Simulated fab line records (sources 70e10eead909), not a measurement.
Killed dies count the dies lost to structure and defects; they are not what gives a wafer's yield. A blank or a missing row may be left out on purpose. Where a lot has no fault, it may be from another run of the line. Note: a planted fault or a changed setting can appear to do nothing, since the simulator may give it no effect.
Chamber matching + flow nand harc + 4 sister chambers for NHARC_A_BONDPAD_STRIP_15 on rie diel-05
The step strips in O2. 8 wafers are shown with their chamber, then 7 later ones without.

WAFERS, EACH WITH ITS CHAMBER
| wafer  | chamber | showerhead plenum p Torr (Torr) | drypump motor current A (A) |
|--------|---------|---------------------------------|-----------------------------|
| L898.6 | 2       | 3.32                            | 5.75                        |
| L900.2 | 3       | 3.51                            | 5.39                        |
| L900.6 | 2       | 3.31                            | 5.76                        |
| L902.1 | 1       | 3.31                            | 5.42                        |
| L902.4 | 0       | 3.58                            | 5.73                        |
| L902.6 | 3       | 3.51                            | 5.37                        |
| L904.1 | 0       | 3.58                            | 5.68                        |
| L904.2 | 1       | 3.31                            | 5.42                        |

WAFERS MISSING THEIR CHAMBER
| wafer  | showerhead plenum p Torr (Torr) | drypump motor current A (A) |
|--------|---------------------------------|-----------------------------|
| L904.3 | 3.31                            | 5.74                        |
| L906.1 | 3.31                            | 5.44                        |
| L906.3 | 3.58                            | 5.73                        |
| L906.4 | 3.31                            | 5.73                        |
| L912.1 | 3.58                            | 5.75                        |
| L912.3 | 3.31                            | 5.79                        |
| L912.6 | 3.31                            | 5.76                        |

WHICH CHAMBER EACH WENT THROUGH
| wafer  | from the rows above | in truth |
|--------|---------------------|----------|
| L904.3 | 2                   | 2        |
| L906.1 | 1                   | 1        |
| L906.3 | 0                   | 0        |
| L906.4 | 2                   | 2        |
| L912.1 | 0                   | 0        |
| L912.3 | 2                   | 2        |
| L912.6 | 2                   | 2        |
Correct placement for 7 of the 7. Left unplaced by these rows: 0. Wrongly placed: 0.
How it was worked out, from the rows above alone: a wafer's distance from a chamber is the root of the sum, over the readings, of the square of ((its reading less the chamber's mean) divided by the reading's scatter). If the next closest chamber is less than 2 further off than the closest, the wafer can't be placed; otherwise it belongs to the closest. The mean given for a chamber averages the wafers shown for that chamber. The scatter: take each reading less its chamber's mean, square it, sum over the shown wafers, divide by the number of wafers less the number of chambers, and take the root.
